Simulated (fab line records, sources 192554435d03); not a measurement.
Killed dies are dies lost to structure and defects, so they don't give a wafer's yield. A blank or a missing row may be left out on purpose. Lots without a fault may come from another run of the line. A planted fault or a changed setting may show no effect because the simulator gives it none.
A struck lot beside a sound one | flow n5_finfet | 16 steps out of a route of 1938
Sound: wafers L152.1, L152.4, L152.5. Struck: wafers L169.3, L169.4, L169.5. The cause comes at the end.
At each step with rows: each side's tool, then ch and its chambers, then its first start. Under that, the readings that differ: sound wafers | struck wafers | difference of the means | sigmas: that difference in standard deviations of wafers without a fault.
alike: readings whose means differ by less than 2 such deviations, and words and numbers that are the same on both sides. not compared: withheld readings, readings that some wafer has no value for, bounds like >300 that may hide the same value, and numbers for which the record gives no deviation and whose values overlap.
The two part at a step that has a row with sigmas, a row that says differs or no value, or rows on one side only. Numbers that don't overlap but have no deviation are shown without sigmas and don't part them. A reading that every wafer of one side lacks parts them only if that side has two wafers or more.

N5_HKMG_FIN_DESCUM_17: chemistry O2, time 7.9 s.
  sound on rie_diel-04 ch 0,2, day 4 22:10; struck on rie_diel-03 ch 0,2, day 9 06:03
  alike: drypump_motor_current_A, oes_product_au, rf_vpp_V, showerhead_plenum_p_Torr, throttle_valve_pct
  not compared: rf_hours_counter_h
N5_HKMG_FIN_ETCH_31: etches SiARC in CF4, target depth 45.5 nm, time 75.8 s.
  sound on rie_diel-04 ch 0,2, day 4 22:11; struck on rie_diel-03 ch 0,2, day 9 06:05
  alike: drypump_motor_current_A, etch_rf_on_time_s, oes_product_au, rf_vpp_V, showerhead_plenum_p_Torr, throttle_valve_pct
  not compared: rf_hours_counter_h
then, 2 steps without rows for these wafers: N5_HKMG_FIN_ETCH_32 (etches SOC in N2/H2, target depth 240 nm, time 300 s); N5_HKMG_FIN_STRIP_33 (strips in N2/H2).
N5_HKMG_FIN_STRIP_34: strips in CF4.
  sound on rie_diel-04 ch 0,2, day 4 22:26; struck on rie_diel-03 ch 0,2, day 9 06:20
  alike: bias_power_w, cf4_flow_sccm, drypump_motor_current_A, oes_product_au, rf_vpp_V, showerhead_plenum_p_Torr, throttle_valve_pct
  not compared: rf_hours_counter_h
N5_HKMG_FIN_ETCH_35: etches SOC in N2/H2, target depth 215.8 nm, time 243.4 s.
  sound on rie_diel-04 ch 0,2, day 4 22:28; struck on rie_diel-03 ch 0,2, day 9 06:21
  alike: drypump_motor_current_A, oes_product_au, rf_vpp_V, showerhead_plenum_p_Torr, throttle_valve_pct
  not compared: rf_hours_counter_h
then, 3 steps without rows for these wafers: N5_HKMG_FIN_STRIP_92 (strips SOC in N2/H2, time 20 s); N5_HKMG_FIN_WET_ETCH_18 (etches TiN in SC1, time 55 s, target depth 5.2 nm, rinse time 30 s); N5_HKMG_FIN_STRIP_19 (strips in N2/H2, time 360 s).
N5_HKMG_FIN_ALD_91: deposits TiN, target thk 1 nm, pulse time 1 s, purge time 3 s.
  sound on ald_metal-03 ch 2,3, day 4 23:08; struck on ald_metal-04 ch 0,2, day 9 07:02
  alike: heater_power_w, precursor_pulse_height_rel
then, 2 steps without rows for these wafers: N5_HKMG_FIN_COAT_85 (time 60 s, resist thk 300 nm); N5_HKMG_FIN_ETCH_86 (etches SOC in N2/H2, stops on TiN, target depth 393.2 nm).
N5_HKMG_FIN_STRIP_89: strips SOC in N2/H2, time 20 s.
  sound on rie_diel-04 ch 1,2,3, day 4 23:32; struck on rie_diel-05 ch 0,2,3, day 9 07:26
  no value came back on the struck wafers for any of 8 readings (bias_power_w (W), chamber_pressure_mTorr (mTorr) and others); on the sound wafers bias_power_w (W) reads 8.022 7.966 7.992
  not compared: rf_hours_counter_h
then, 1 step without rows for these wafers: N5_HKMG_FIN_WET_ETCH_87 (etches TiN in SC1, time 154.2 s, target depth 4.7 nm, rinse time 30 s).
-- the record jumps here: 4 days lie between the struck wafers' starts before and after (it left off in module HKMG_FIN and takes up again in module BEOL_M4, whose first step shown is number 1111 of the route) --
N5_BEOL_M4_RC_MEAS_101:
  sound on prober-02 ch 0, day 8 14:34; struck on prober-01 ch 0, day 13 18:33
  reading        | sound          | struck         | difference | sigmas
  DIBL_N (mV/V)  | 39.1 38.0 40.0 | 37.1 33.4 32.7 | -4.6       | -3
  IOFF_N (nA/um) | 0.20 0.18 0.21 | 0.17 0.12 0.10 | -0.07      | -2
  ION_N (uA/um)  | 688 693 696    | 672 671 654    | -27        | -2
  VT_N (mV)      | 247 246 241    | 251 251 256    | +8         | +3
  alike: DIBL_P, IOFF_P, ION_P, SS_N, SS_P, VT_P
-- the record jumps here: 5 days lie between the struck wafers' starts before and after (it left off in module BEOL_M4 and takes up again in module PASSIVATION, whose first step shown is number 1936 of the route) --
N5_PASSIVATION_PROBE_49:
  the record has rows for the struck wafers here (prober-02, day 18 16:29) and none for the sound ones

WHERE THEY PART
First at N5_HKMG_FIN_STRIP_89; last, within this record, at N5_PASSIVATION_PROBE_49.

WHY: what the simulator had put in
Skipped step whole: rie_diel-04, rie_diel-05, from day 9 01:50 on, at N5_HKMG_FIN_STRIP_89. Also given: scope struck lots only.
